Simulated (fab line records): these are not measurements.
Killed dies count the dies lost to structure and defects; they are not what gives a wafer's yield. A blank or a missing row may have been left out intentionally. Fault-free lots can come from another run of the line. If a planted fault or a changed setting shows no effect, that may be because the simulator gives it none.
Problem report in the 8D (eight disciplines) form, filled by code || flow nand harc || the parts of the form that need people (team, actions taken, sign-off) are left out

== 1. PROBLEM STATEMENT ==
At NHARC_END_SORT_01, sort_bin_3_pct averages 3.40 % over 2 wafers from 2 lots, while fault-free wafers read 0.22 %, standard deviation 0.19. That puts it +17 standard deviations away from the usual mean.
Earliest sighting: wafer L133.3 on prober-01 at day 24 03:30. Wafers with a number at this step in the record: 39, from 13 lots. The rule behind "out" and "out of limits": a value lying over 4 standard deviations away from the usual mean. The rest of the wafers with a number are treated as sound.

== 2. WHAT IT IS AND WHAT IT IS NOT ==
{"question": "which readings at this step", "is": "sort_bin_3_pct, defect limited yield, killed at array, killed dies, sort_bin_2_pct, sort n pass, sort yield pct", "is not": "killed at other, killed at periphery, killed open, killed short, sort rim yield pct"}
{"question": "which lots", "is": "L133, L137", "is not": "L119, L122, L124, L125, L126, L127, L131, L132, L136, L141, L142"}
{"question": "which wafers of those lots", "is": "L133.3, L137.5", "is not": "L133.1, L133.4, L137.2, L137.4"}
{"question": "read on which gauges", "is": "prober-01", "is not": "prober-02"}
{"question": "when", "is": "from day 24 03:30", "is not": "up to then (27 sound wafers); but 10 sound wafers of L131, L133, L137, L141, L142 came after"}

== 3. SUSPECTS, AND WHAT RULES EACH OUT ==
Counting: a tool at a process step up to the reading stays a suspect if it ran every lot that is out. Sound lots after the first of them don't rule it out here, since some wafers of a struck lot are sound.
- the gauge at NHARC_END_SORT_01: kept. All the wafers that are out were read on prober-01, and no step on other tools shows them out.
- wet bench-01 at NHARC_A_M0_STRIP_19 (strips in post etch residue remover, time 600 s): kept. Every lot that is out went through it, the first being L133 (day 22 03:35); the last sound lot it ran before that was L132 (day 22 00:56).
- plasma asher-01 at NHARC_THIN_TSV_STRIP_45 (strips in O2): kept. Every lot that is out went through it, the first being L133 (day 23 07:48); the last sound lot it ran before that was L131 (day 23 06:25).
- cmp-02 at NHARC_THIN_TSV_CMP_21 (polishes, t overpolish 30 s, target thk 2000 nm): kept. Every lot that is out went through it, the first being L133 (day 23 11:41); the last sound lot it ran before that was L127 (day 21 05:55).
- Within cmp-02 at NHARC_THIN_TSV_CMP_21: the wafers that are out ran in chambers 1, 2; their sound lot-mates ran in chambers 0, 3.
Left after counting: wet bench-01 at NHARC_A_M0_STRIP_19, plasma asher-01 at NHARC_THIN_TSV_STRIP_45, cmp-02 at NHARC_THIN_TSV_CMP_21, prober-01 at NHARC_END_SORT_01.

== 4. THE CAUSE (what the simulator had put in) ==
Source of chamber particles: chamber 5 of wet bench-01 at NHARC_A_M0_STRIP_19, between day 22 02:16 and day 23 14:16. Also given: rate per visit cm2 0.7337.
Counting left 4 suspects, and this tool is among them.

== 5. THE EFFECT CHAIN, in route order ==
Each row: a reading whose mean over the struck wafers that have a number lies more than 3 standard deviations from the usual. Readings are gone through only where the record gives a usual standard deviation; hours: the median, over the lots, of the time from a lot's start at the first step in this table giving one to that lot's start at this step; sigmas: the change measured in usual standard deviations.
{"hours": 0, "step": "NHARC_END_SORT_01", "reading": "defect limited yield", "usual": "95.8 %", "on struck wafers": 84.7, "change": -11.1, "sigmas": -8.6}
{"hours": 0, "step": "NHARC_END_SORT_01", "reading": "killed at array", "usual": 24, "on struck wafers": 100, "change": "+76", "sigmas": "+8.7"}
{"hours": 0, "step": "NHARC_END_SORT_01", "reading": "killed dies", "usual": 28, "on struck wafers": 104, "change": "+76", "sigmas": "+8.5"}
{"hours": 0, "step": "NHARC_END_SORT_01", "reading": "sort_bin_2_pct", "usual": "1.3 %", "on struck wafers": 6.1, "change": "+4.8", "sigmas": "+8.4"}
{"hours": 0, "step": "NHARC_END_SORT_01", "reading": "sort_bin_3_pct", "usual": "0.22 %", "on struck wafers": 3.40, "change": "+3.18", "sigmas": "+17"}
{"hours": 0, "step": "NHARC_END_SORT_01", "reading": "sort_bin_4_pct", "usual": "2.7 %", "on struck wafers": 6.0, "change": "+3.2", "sigmas": "+3.7"}
{"hours": 0, "step": "NHARC_END_SORT_01", "reading": "sort n pass", "usual": 649, "on struck wafers": 573, "change": -76, "sigmas": -8.5}
{"hours": 0, "step": "NHARC_END_SORT_01", "reading": "sort yield pct", "usual": "95.8 %", "on struck wafers": 84.7, "change": -11.1, "sigmas": -8.6}

== 6. WHAT WOULD HAVE CAUGHT IT SOONER ==
The first out-of-limits reading at a measuring or inspecting step in this record came at day 24 03:30, 49 hours after the fault's start at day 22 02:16.
The start of NHARC_A_M0_STRIP_19 on wet bench-01 came by day 24 03:30 for every one of the lots that are out (2). Holding the tool at that point would not have protected any of them.
